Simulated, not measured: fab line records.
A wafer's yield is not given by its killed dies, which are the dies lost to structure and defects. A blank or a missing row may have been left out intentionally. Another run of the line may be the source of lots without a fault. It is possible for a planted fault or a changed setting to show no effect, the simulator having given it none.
fab line records	flow n5Finfet
[record] lots = 9	wafers = 25	lastDay = 17
route steps=1938 shown BEOL_M0_SAQP@656 BEOL_M0_CUTY@710 BEOL_M4@1111 PASSIVATION@1936
lots that met no fault: from a run of the same line without faults
startH: the number of hours between the record's first day and the start of the first shown wafer of the lot	waitH: how many hours have passed since the lot's step before this one	" the same as in the row above	L1.1+2: several wafers, shown together as one row	- no value, or no start given	* or withheld: withheld	< > ~ a bound
route shown NAME@n: names a module that has steps shown in the file, with the first one's number in the route	usual: mean and standard deviation over wafers with no fault	same: alike in all rows	chamber/n: place in a boat	sites: the reading at each site	_std_site: the standard deviation of these	_edge_site: outer sites' mean less inner sites'	radiusMm: for every site, how far away it sits from the centre of the wafer	mask NAME#n: copy n	behind: the last tool/chamber to shape the wafer	hold: cause of the lot's hold/its duration in hours/its outcome	device: the n, p or np transistor that did not switch	end of line: the tests these same wafers got at the end of their route	for a step that has no rows: nothing shown but its recipe	killed: count of dies lost to structure and defects at first sort (not the wafer's yield)	map: a wafer's dies, x killed, . not, _ none there
set.NAME: the setting that was run; set.NAME@STEP: the one run at that earlier step	model.NAME: the simulator's own value behind a step, which no gauge read
route steps across a sampled set of lots; one table per step, one row per wafer
services: from which hour (startH, from the record's first day; less than 0 if before it) a tool's chamber was out of use, for how many hours, and why
[[steps]]
[step N5_BEOL_M0_SAQP_HM_OPEN_112]
[recipe] chemistry = CHF3/O2	target = SiO2	stopOn = a-Si	targetDepthA = 120	overEtchFrac = 1.25	maskMaterial = SOC	timeS = 13.5	pressureMtorr = 30	sourceW = 650	biasW = 170	Ar_flow_sccm = 200	CHF3_flow_sccm = 50	O2_flow_sccm = 5	ionEnergyEv = 200	ends = endPoint
[usual] drypumpMotorCurrentA = 5.9/0.52	oesProductAu = 0.52/0.05	rfVppV = 521/14	showerheadPlenumPTorr = 2.41/0.079	throttleValvePct = 18.75/0.26
lot.wafer	tool	chamber	startH	waitH	drypumpMotorCurrentA	oesProductAu	rfHoursCounterH	rfVppV	showerheadPlenumPTorr	throttleValvePct
L705.3	rieDiel-02	3	120.56	0.0	6.0	0.47	156	536	2.40	19.10
L705.4	"	1	"	"	5.4	0.50	-	522	2.41	18.77
L710.1	rieDiel-01	1	148.98	0.0	6.3	0.58	33	497	2.47	19.02
L710.4	"	2	"	"	6.8	0.52	116	528	2.31	18.33
L710.5	"	3	"	"	6.3	0.49	-	516	2.39	18.50
L713.1	rieDiel-02	3	171.61	0.0	6.0	0.47	175	533	2.39	19.13
L713.2	"	2	"	"	6.2	0.58	16	514	2.56	18.63
L713.4	"	0	"	"	5.6	0.45	-	497	2.46	19.14
L716.1	rieDiel-01	3	192.02	0.0	6.3	0.49	183	516	2.38	18.53
L716.5	"	2	"	"	6.8	0.51	-	530	2.31	18.34
L716.6	"	3	"	"	6.3	0.48	-	515	2.38	18.52
L717.4	rieDiel-04	1	194.27	0.0	5.0	0.58	37	514	2.46	18.82
L717.5	"	0	"	"	6.1	0.49	-	559	2.50	18.94
L717.6	"	3	"	"	6.7	0.52	-	525	2.31	18.53
L721.2	rieDiel-04	1	214.39	0.0	5.0	0.55	43	513	2.46	18.83
L721.4	"	3	"	"	6.7	0.51	142	526	2.31	18.52
L721.5	"	0	"	"	6.1	0.48	-	562	2.50	18.94
L722.2	rieDiel-02	1	221.31	0.0	5.3	0.48	174	522	2.40	18.80
L722.3	"	3	"	"	6.0	0.47	191	534	2.39	19.16
L724.2	rieDiel-01	3	238.94	0.0	6.3	0.48	197	515	2.38	18.53
L724.4	"	0	"	"	5.1	0.56	55	528	2.33	18.37
L724.5	"	0	"	"	5.1	0.55	-	529	2.33	18.38
L725.1	rieDiel-02	2	240.41	0.0	6.2	0.55	37	514	2.55	18.64
L725.4	"	0	"	"	5.6	0.61	16	495	2.46	18.77
L725.6	"	2	"	"	6.2	0.55	-	513	2.55	18.66
[step N5_BEOL_M0_SAQP_STRIP_108]
[recipe] chemistry = N2/H2	powerW = 500	tempC = 40	pressureMtorr = 50	rfFrequencyHz = 6e+07	overashFraction = 0.3	biasPowerW = 28	h2Frac = 0.5	n2FlowSccm = 300	h2FlowSccm = 300
[usual] drypumpMotorCurrentA = 5.9/0.59	oesProductAu = 0.81/0.077	powerW = 499.8/1.6	rfVppV = 121.8/0.95	showerheadPlenumPTorr = 3.35/0.1	throttleValvePct = 18.9/0.35
lot.wafer	tool	chamber	startH	waitH	drypumpMotorCurrentA	oesProductAu	powerW	rfHoursCounterH	rfVppV	showerheadPlenumPTorr	throttleValvePct
L705.3	rieDiel-04	0	123.24	0.0	6.1	0.74	500.9	162	122.2	3.50	19.3
L705.4	"	3	"	"	6.7	0.82	498.9	113	121.4	3.23	18.6
L710.1	rieDiel-01	3	151.17	0.0	6.3	0.74	501.7	171	121.5	3.31	18.1
L710.4	"	0	"	"	5.1	0.92	499.0	27	122.4	3.29	19.0
L710.5	"	0	"	"	5.1	0.92	499.5	-	122.0	3.29	19.0
L713.1	rieDiel-01	0	174.81	0.0	5.1	0.90	498.6	35	121.4	3.28	19.0
L713.2	"	1	"	"	6.4	0.88	499.0	41	121.9	3.40	18.8
L713.4	"	2	"	"	6.8	0.79	501.5	124	122.9	3.27	19.0
L716.1	rieDiel-01	0	194.25	0.0	5.1	0.90	499.6	41	121.9	3.28	19.0
L716.5	"	2	"	"	6.8	0.79	502.6	-	121.7	3.27	19.0
L716.6	"	1	"	"	6.4	0.87	498.1	-	122.3	3.40	18.9
L717.4	rieDiel-01	2	196.50	0.0	6.8	0.79	501.0	131	122.3	3.27	19.0
L717.5	"	1	"	"	6.4	0.88	497.6	-	122.3	3.40	18.9
L717.6	"	2	"	"	6.8	0.78	499.1	-	122.8	3.27	19.0
L721.2	rieDiel-02	3	216.59	0.0	6.0	0.69	501.8	189	123.1	3.32	19.3
L721.4	"	2	"	"	6.2	0.88	498.3	30	123.0	3.54	18.6
L721.5	"	1	"	"	5.4	0.74	502.3	-	122.7	3.35	18.8
L722.2	rieDiel-04	1	223.49	0.0	5.0	0.85	503.3	46	120.2	3.44	19.2
L722.3	"	3	"	"	6.7	0.79	495.7	145	121.6	3.22	18.7
L724.2	rieDiel-02	3	241.64	0.0	6.0	0.68	497.3	197	122.5	3.32	19.3
L724.4	"	0	"	"	5.6	0.90	502.2	16	122.4	3.47	19.2
L724.5	"	2	"	"	6.2	0.87	501.8	-	122.5	3.54	18.6
L725.1	rieDiel-04	3	242.86	0.0	6.7	0.79	501.3	152	121.2	3.21	18.7
L725.4	"	0	"	"	6.1	0.72	500.1	193	122.4	3.48	19.4
L725.6	"	0	"	"	6.1	0.72	497.5	-	121.9	3.48	19.4
[step N5_BEOL_M0_SAQP_RECESS_109]
[recipe] chemistry = HF/NH3	target = SiO2	targetDepthA = 30	afsCycles = 1	tempC = 30	sublimationTempC = 180	sublimationTimeS = 60
[usual] drypumpMotorCurrentA = 5.68/0.28
lot.wafer	tool	chamber	startH	waitH	drypumpMotorCurrentA
L705.3	vaporEtch-01	0	123.34	0.1	5.61
L705.4	"	1	"	"	5.91
L710.1	vaporEtch-01	1	151.23	0.0	5.89
L710.4	"	1	"	"	5.88
L710.5	"	0	"	"	5.62
L713.1	vaporEtch-02	0	174.87	0.0	5.26
L713.2	"	0	"	"	5.23
L713.4	"	0	"	"	5.27
L716.1	vaporEtch-02	0	194.31	0.0	5.24
L716.5	"	0	"	"	5.23
L716.6	"	1	"	"	5.98
L717.4	vaporEtch-01	1	196.60	0.1	5.90
L717.5	"	1	"	"	5.89
L717.6	"	0	"	"	5.62
L721.2	vaporEtch-01	0	216.65	0.0	5.62
L721.4	"	0	"	"	5.61
L721.5	"	0	"	"	5.63
L722.2	vaporEtch-01	0	223.56	0.0	5.61
L722.3	"	1	"	"	5.89
L724.2	vaporEtch-02	0	241.70	0.0	5.24
L724.4	"	1	"	"	5.98
L724.5	"	0	"	"	5.20
L725.1	vaporEtch-02	0	242.92	0.0	5.22
L725.4	"	1	"	"	5.97
L725.6	"	1	"	"	5.97
[step N5_BEOL_M0_SAQP_OVL_MEAS_41]
[recipe] pointsPerWafer = 522
[usual] M0_CUT1_OVL = -0.1/0.98
lot.wafer	tool	chamber	startH	waitH	M0_CUT1_OVL[nm]
L705.3	overlay-02	0	125.05	0.0	0.6
L705.4	"	0	"	"	0.7
L710.1	overlay-01	0	152.94	0.0	0.1
L710.4	"	0	"	"	1.1
L710.5	"	0	"	"	1.3
L713.1	overlay-01	0	176.35	0.0	0.0
L713.2	"	0	"	"	0.4
L713.4	"	0	"	"	-0.5
L716.1	overlay-02	0	195.54	0.0	2.4
L716.5	"	0	"	"	1.1
L716.6	"	0	"	"	1.2
L717.4	overlay-01	0	199.04	0.0	-1.9
L717.5	"	0	"	"	-1.2
L717.6	"	0	"	"	-1.8
L721.2	overlay-01	0	217.91	0.0	0.3
L721.4	"	0	"	"	0.5
L721.5	"	0	"	"	-0.5
L722.2	overlay-01	0	225.13	0.0	-0.5
L722.3	"	0	"	"	0.5
L724.2	overlay-01	0	243.06	0.0	0.4
L724.4	"	0	"	"	0.9
L724.5	"	0	"	"	0.8
L725.1	overlay-02	0	244.36	0.0	-1.2
L725.4	"	0	"	"	-0.7
L725.6	"	0	"	"	-1.2
[step N5_BEOL_M0_SAQP_INSPECT_42]
[recipe] mode = adi	inspectInstrument = brightfield
[usual] rawDefectCount = 291/80
lot.wafer	tool	chamber	startH	waitH	rawDefectCount
L705.3	defectInspect-01	-	125.09	0.0	230
L705.4	"	-	"	"	273
L710.1	defectInspect-01	-	153.00	0.1	278
L710.4	"	-	"	"	236
L710.5	"	-	"	"	264
L713.1	defectInspect-02	-	176.41	0.1	412
L713.2	"	-	"	"	415
L713.4	"	-	"	"	468
L716.1	defectInspect-01	-	195.60	0.1	1128
L716.5	"	-	"	"	1232
L716.6	"	-	"	"	1283
L717.4	defectInspect-01	-	199.08	0.0	1268
L717.5	"	-	"	"	1123
L717.6	"	-	"	"	1228
L721.2	defectInspect-01	-	217.97	0.0	300
L721.4	"	-	"	"	374
L721.5	"	-	"	"	167
L722.2	defectInspect-02	-	225.18	0.0	447
L722.3	"	-	"	"	465
L724.2	defectInspect-01	-	243.11	0.0	211
L724.4	"	-	"	"	359
L724.5	"	-	"	"	298
L725.1	defectInspect-02	-	244.42	0.1	201
L725.4	"	-	"	"	270
L725.6	"	-	"	"	220
[step N5_BEOL_M0_CUTY_INSPECT_59]
[recipe] mode = adi	inspectInstrument = macro
[usual] rawDefectCount = 2.0/1.5
lot.wafer	tool	chamber	startH	waitH	rawDefectCount
L705.3	defectInspect-02	-	126.47	0.0	0
L705.4	"	-	"	"	3
L710.1	defectInspect-02	-	154.40	0.0	2
L710.4	"	-	"	"	3
L710.5	"	-	"	"	3
L713.1	defectInspect-01	-	178.27	0.0	2
L713.2	"	-	"	"	3
L713.4	"	-	"	"	0
L716.1	defectInspect-02	-	198.06	0.0	>300
L716.5	"	-	"	"	>300
L716.6	"	-	"	"	>300
L717.4	defectInspect-01	-	200.47	0.0	>300
L717.5	"	-	"	"	>300
L717.6	"	-	"	"	>300
L721.2	defectInspect-02	-	219.46	0.0	1
L721.4	"	-	"	"	1
L721.5	"	-	"	"	4
L722.2	defectInspect-02	-	226.61	0.0	1
L722.3	"	-	"	"	3
L724.2	defectInspect-01	-	244.69	0.0	3
L724.4	"	-	"	"	2
L724.5	"	-	"	"	1
L725.1	defectInspect-01	-	245.77	0.0	3
L725.4	"	-	"	"	2
L725.6	"	-	"	"	2
[step N5_BEOL_M4_RC_MEAS_101]
[usual] DIBL_N = 36.9/2.1	DIBL_P = 37.1/2.5	IOFF_N = 0.17/0.039	IOFF_P = 0.23/0.043	ION_N = 673/15	ION_P = 462/9.1	SS_N = 71.8/0.69	SS_P = 73.6/0.74	VT_N = 250/3.6	VT_P = -249.7/2.9
lot.wafer	tool	chamber	startH	waitH	DIBL_N[mV/V]	DIBL_P[mV/V]	IOFF_N[nA/um]	IOFF_P[nA/um]	ION_N[uA/um]	ION_P[uA/um]	SS_N[mV/dec]	SS_P[mV/dec]	VT_N[mV]	VT_P[mV]
L705.3	prober-02	0	181.22	0.3	40.9	43.9	0.29	0.35	703	476	72.5	75.0	241	-245.6
L705.4	"	0	"	"	39.4	41.2	0.23	0.29	682	461	72.1	74.2	245	-245.4
L710.1	prober-02	0	205.37	0.0	36.1	34.1	0.13	0.19	668	461	70.6	72.6	256	-251.9
L710.4	"	0	"	"	36.6	36.1	0.14	0.22	676	470	71.1	72.7	251	-249.4
L710.5	"	0	"	"	36.8	36.1	0.15	0.23	654	456	71.0	73.3	252	-248.9
L713.1	prober-02	0	230.13	0.0	35.7	36.2	0.15	0.23	671	473	71.8	74.2	254	-250.8
L713.2	"	0	"	"	33.3	32.3	0.12	0.17	657	459	70.3	73.5	255	-253.7
L713.4	"	0	"	"	36.0	36.7	0.16	0.24	659	458	71.3	74.0	250	-248.8
L716.1	prober-01	0	250.85	0.0	36.4	37.1	0.15	0.22	675	465	72.1	73.7	253	-253.2
L716.5	"	0	"	"	38.6	37.3	0.18	0.21	668	458	73.1	73.4	249	-252.3
L716.6	"	0	"	"	37.2	37.6	0.15	0.23	675	472	71.5	73.6	254	-250.4
L717.4	prober-01	0	257.96	0.5	38.0	37.7	0.16	0.23	663	456	71.7	73.1	253	-248.8
L717.5	"	0	"	"	36.4	35.8	0.13	0.19	664	461	70.7	73.1	257	-252.7
L717.6	"	0	"	"	38.3	39.0	0.18	0.26	683	469	71.3	74.0	250	-245.5
L721.2	prober-01	0	279.56	0.2	34.4	34.4	0.12	0.16	665	450	71.6	73.0	254	-251.9
L721.4	"	0	"	"	37.2	37.1	0.17	0.19	671	457	71.5	73.6	249	-252.1
L721.5	"	0	"	"	38.1	38.7	0.19	0.22	687	462	71.6	73.9	246	-250.4
L722.2	prober-01	0	284.13	0.2	40.9	43.4	0.28	0.34	707	486	74.2	75.1	243	-244.5
L722.3	"	0	"	"	39.5	40.8	0.22	0.28	682	456	73.1	75.3	244	-247.6
L724.2	prober-01	0	299.57	0.2	35.2	35.2	0.16	0.24	658	459	71.6	73.2	249	-246.8
L724.4	"	0	"	"	33.2	32.6	0.13	0.19	666	464	71.5	72.3	252	-248.8
L724.5	"	0	"	"	35.0	34.3	0.17	0.21	649	453	72.1	72.9	250	-248.8
L725.1	prober-02	0	302.10	0.0	37.3	35.9	0.17	0.21	681	462	72.1	73.4	248	-250.6
L725.4	"	0	"	"	33.3	32.1	0.11	0.15	664	455	70.4	72.4	254	-254.1
L725.6	"	0	"	"	37.4	37.0	0.19	0.23	700	474	71.9	73.5	245	-250.7
[step N5_PASSIVATION_PROBE_49]
[usual] defectLimitedYield = 91.3/1.4	killed_at_M0_to_M3 = 32/9.5	killed_at_M4_up = 14/5.2	killedAtContacts = 13/5.7	killedAtFrontEnd = 41/12	killedAtOther = 3.5/2.6	killedDies = 103/17	killedOnRim = 14/4	killedOpen = 68/14	killedShort = 32/7	sort_bin_4_leakage = 0.01/0.051	sort_bin_5_function = 5.0/0.91	sort_bin_6_memory = 3.3/0.7	sort_bin_8_speed = 0.03/0.22	sortNPass = 1076/17	sortYieldPct = 91.2/1.4
[same] grossDies = 1180	killedAtBackSide = 0
lot.wafer	tool	chamber	startH	waitH	defectLimitedYield[%]	killed_at_M0_to_M3	killed_at_M4_up	killedAtContacts	killedAtFrontEnd	killedAtOther	killedDies	killedOnRim	killedOpen	killedShort	sort_bin_4_leakage[%]	sort_bin_5_function[%]	sort_bin_6_memory[%]	sort_bin_8_speed[%]	sortNPass	sortYieldPct[%]
L716.1	prober-01	-	355.51	0.0	87.9	80	8	4	49	2	143	30	50	30	0	6.6	3.0	0	1037	87.9
L716.5	prober-01	-	355.71	0.2	81.4	165	13	4	36	2	220	39	45	31	0	10.7	3.2	0	960	81.4
L716.6	prober-01	-	355.76	0.3	80.5	172	7	12	37	2	230	20	48	26	0	12.5	3.0	0	950	80.5
L717.4	prober-02	-	359.39	0.2	79.7	159	11	19	45	6	240	27	71	36	0	11.4	4.7	0	940	79.7
L717.5	prober-02	-	359.44	0.2	76.9	176	10	20	59	7	272	27	80	49	0	14.2	5.6	0	908	76.9
L717.6	prober-02	-	359.49	0.3	81.4	144	22	8	42	4	220	20	55	31	0	11.2	3.2	0	960	81.4
// killed by level:class
L716.1 BEOL_M0_SAQP:unspecified=55 FIN_SAQP:geometricParticle:short=11 FIN_SAQP:geometricParticle:open=8 STI_FIN_REVEAL:geometricParticle:open=7 HKMG_FIN:areaEtch=7 BEOL_M0_SAQP:geometricParticle:open=6 BEOL_M3:geometricParticle:open=6 DUMMY_GATE:geometricParticle:open=5
L716.5 BEOL_M0_SAQP:unspecified=131 HKMG_FIN:areaEtch=12 BEOL_M0_SAQP:geometricParticle:open=7 BEOL_M2:geometricParticle:open=7 BEOL_M3:geometricParticle:open=6 BEOL_M0_SAQP:geometricParticle:short=5 BEOL_M4:geometricParticle:open=5 GATE_CUT:geometricParticle:short=4
L716.6 BEOL_M0_SAQP:unspecified=153 FIN_SAQP:geometricParticle:short=13 FIN_SAQP:geometricParticle:open=9 MOL_CONTACT_COAG:geometricParticle:open=9 DUMMY_GATE:geometricParticle:open=5 BEOL_M2:geometricParticle:open=5 GATE_CUT:geometricParticle:short=3 MOL_CONTACT_COAG:geometricParticle:short=3
L717.4 BEOL_M0_SAQP:unspecified=124 MOL_CONTACT_COAG:geometricParticle:open=18 BEOL_M0_SAQP:geometricParticle:short=15 FIN_SAQP:geometricParticle:open=9 HKMG_FIN:areaEtch=9 GATE_CUT:geometricParticle:open=7 GATE_CUT:geometricParticle:short=6 BEOL_M0:geometricParticle:open=6
L717.5 BEOL_M0_SAQP:unspecified=140 MOL_CONTACT_COAG:geometricParticle:open=13 FIN_SAQP:geometricParticle:open=12 FIN_SAQP:geometricParticle:short=11 BEOL_M0_SAQP:geometricParticle:open=9 BEOL_M0_SAQP:geometricParticle:short=8 BEOL_M2:geometricParticle:open=8 MOL_CONTACT_COAG:geometricParticle:short=7
L717.6 BEOL_M0_SAQP:unspecified=127 BEOL_M4:geometricParticle:open=16 FIN_SAQP:geometricParticle:open=10 HKMG_FIN:areaEtch=7 BEOL_M0_SAQP:geometricParticle:short=6 GATE_CUT:geometricParticle:short=5 FIN_SAQP:geometricParticle:short=4 STI_FIN_REVEAL:geometricParticle:open=4
[[services]]
tool	chamber	startH	hours	kind
rieDiel-02	2	102.90	-	clean
rieDiel-02	2	102.90	-	consumableReplace:focusRing
rieDiel-02	2	102.90	-	consumableReplace:showerhead
rieDiel-02	2	102.90	25.0	scheduledDown
rieDiel-02	2	102.90	25.0	ventCycle
rieDiel-04	2	114.20	1.9	repair
rieDiel-04	-	131.63	0.8	repair
rieDiel-04	0	132.51	11.9	repair
rieDiel-02	1	156.55	15.9	repair
vaporEtch-01	-	164.70	0.3	repair
rieDiel-01	3	165.35	3.0	repair
rieDiel-02	0	172.64	-	clean
rieDiel-02	0	172.64	-	consumableReplace:focusRing
rieDiel-02	0	172.64	14.3	scheduledDown
rieDiel-02	0	172.64	14.3	ventCycle
vaporEtch-02	1	172.88	7.9	repair
rieDiel-01	2	220.07	16.1	repair
[[key]]
[firstSign] step = N5_BEOL_M0_SAQP_INSPECT_42	reading = rawDefectCount	direction = up	sigmas = 11	usual = 291	struck = 1210
[effect] step = N5_BEOL_M0_CUTY_INSPECT_59	reading = rawDefectCount	direction = up	sigmas = 99+	usual = 2.0	struck = >300
[effect] step = N5_PASSIVATION_PROBE_49	reading = killed_at_M0_to_M3	direction = up	sigmas = 12	usual = 32	struck = 149
[moreKillsBornAt] N5_BEOL_M0_SAQP_STRIP_108@rieDiel-01 = 730
metAt N5_BEOL_M0_SAQP_STRIP_108
struckLots L716,L717
[baselineLoss] step = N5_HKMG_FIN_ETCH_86	wafers = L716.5
notActingAt N5_BEOL_M0_SAQP_HM_OPEN_112,N5_BEOL_M0_SAQP_RECESS_109,N5_BEOL_M0_SAQP_OVL_MEAS_41
onsetBetween 174.81 194.25
[fault] kind = chamberParticleSource	tool = rieDiel-01	chamber = -	onsetH = 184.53	steps = N5_BEOL_M0_SAQP_STRIP_108	ratePerVisitCm2 = 1.5176	endH = 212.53
// baselineLoss: these wafers lose ten dies or more at that step, a loss of the line's own and not of a fault; the sort's usual values leave them out
